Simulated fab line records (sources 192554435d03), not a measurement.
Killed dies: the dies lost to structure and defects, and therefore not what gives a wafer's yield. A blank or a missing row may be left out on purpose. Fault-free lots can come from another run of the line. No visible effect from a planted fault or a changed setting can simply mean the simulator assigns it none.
Chamber matching || flow n5-finfet || N5_BEOL_M5_ETCH_75 on rie-diel-02 has 4 sister chambers
The step etches underlayer in N2/H2, target depth 6.5 nm, time 5.2 s. 8 wafers are shown with their chamber, then 12 later ones without.

WAFERS, EACH WITH ITS CHAMBER
{"wafer": "L079.5", "chamber": 0, "showerhead-plenum-p-Torr (Torr)": 2.63, "throttle-valve-pct (%)": 17.95}
{"wafer": "L078.6", "chamber": 3, "showerhead-plenum-p-Torr (Torr)": 2.51, "throttle-valve-pct (%)": 18.16}
{"wafer": "L081.1", "chamber": 2, "showerhead-plenum-p-Torr (Torr)": 2.69, "throttle-valve-pct (%)": 17.59}
{"wafer": "L081.4", "chamber": 1, "showerhead-plenum-p-Torr (Torr)": 2.54, "throttle-valve-pct (%)": 17.81}
{"wafer": "L081.5", "chamber": 1, "showerhead-plenum-p-Torr (Torr)": 2.54, "throttle-valve-pct (%)": 17.82}
{"wafer": "L085.2", "chamber": 0, "showerhead-plenum-p-Torr (Torr)": 2.62, "throttle-valve-pct (%)": 17.97}
{"wafer": "L085.3", "chamber": 2, "showerhead-plenum-p-Torr (Torr)": 2.68, "throttle-valve-pct (%)": 17.59}
{"wafer": "L085.6", "chamber": 3, "showerhead-plenum-p-Torr (Torr)": 2.51, "throttle-valve-pct (%)": 18.16}

WAFERS WITH NO CHAMBER GIVEN
{"wafer": "L086.2", "showerhead-plenum-p-Torr (Torr)": 2.68, "throttle-valve-pct (%)": 17.58}
{"wafer": "L086.4", "showerhead-plenum-p-Torr (Torr)": 2.51, "throttle-valve-pct (%)": 18.17}
{"wafer": "L086.5", "showerhead-plenum-p-Torr (Torr)": 2.62, "throttle-valve-pct (%)": 17.97}
{"wafer": "L092.2", "showerhead-plenum-p-Torr (Torr)": 2.53, "throttle-valve-pct (%)": 17.86}
{"wafer": "L092.4", "showerhead-plenum-p-Torr (Torr)": 2.62, "throttle-valve-pct (%)": 17.99}
{"wafer": "L092.5", "showerhead-plenum-p-Torr (Torr)": 2.53, "throttle-valve-pct (%)": 17.84}
{"wafer": "L093.2", "showerhead-plenum-p-Torr (Torr)": 2.62, "throttle-valve-pct (%)": 18.00}
{"wafer": "L093.3", "showerhead-plenum-p-Torr (Torr)": 2.50, "throttle-valve-pct (%)": 18.19}
{"wafer": "L093.6", "showerhead-plenum-p-Torr (Torr)": 2.53, "throttle-valve-pct (%)": 17.84}
{"wafer": "L095.2", "showerhead-plenum-p-Torr (Torr)": 2.62, "throttle-valve-pct (%)": 18.00}
{"wafer": "L095.4", "showerhead-plenum-p-Torr (Torr)": 2.67, "throttle-valve-pct (%)": 17.62}
{"wafer": "L095.5", "showerhead-plenum-p-Torr (Torr)": 2.50, "throttle-valve-pct (%)": 18.19}

WHICH CHAMBER EACH ONE RAN IN
{"wafer": "L086.2", "from the rows above": 2, "in truth": 2}
{"wafer": "L086.4", "from the rows above": 3, "in truth": 3}
{"wafer": "L086.5", "from the rows above": 0, "in truth": 0}
{"wafer": "L092.2", "from the rows above": 1, "in truth": 1}
{"wafer": "L092.4", "from the rows above": 0, "in truth": 0}
{"wafer": "L092.5", "from the rows above": 1, "in truth": 1}
{"wafer": "L093.2", "from the rows above": 0, "in truth": 0}
{"wafer": "L093.3", "from the rows above": 3, "in truth": 3}
{"wafer": "L093.6", "from the rows above": 1, "in truth": 1}
{"wafer": "L095.2", "from the rows above": 0, "in truth": 0}
{"wafer": "L095.4", "from the rows above": 2, "in truth": 2}
{"wafer": "L095.5", "from the rows above": 3, "in truth": 3}
Placed correctly: 12 of 12. Number that these rows cannot place: 0. Wrongly placed: 0.
How it was worked out, from the rows above alone: a wafer's distance from a chamber is the root of the sum, over the readings, of the square of ((its reading less the chamber's mean) divided by the reading's scatter). The wafer belongs to the nearest chamber; if the next one is less than 2 further off, it can't be placed. A chamber's mean is the mean of its shown wafers. The scatter is the square root of a quotient: the sum, over the shown wafers, of each reading's squared deviation from its chamber's mean, divided by wafers minus chambers.
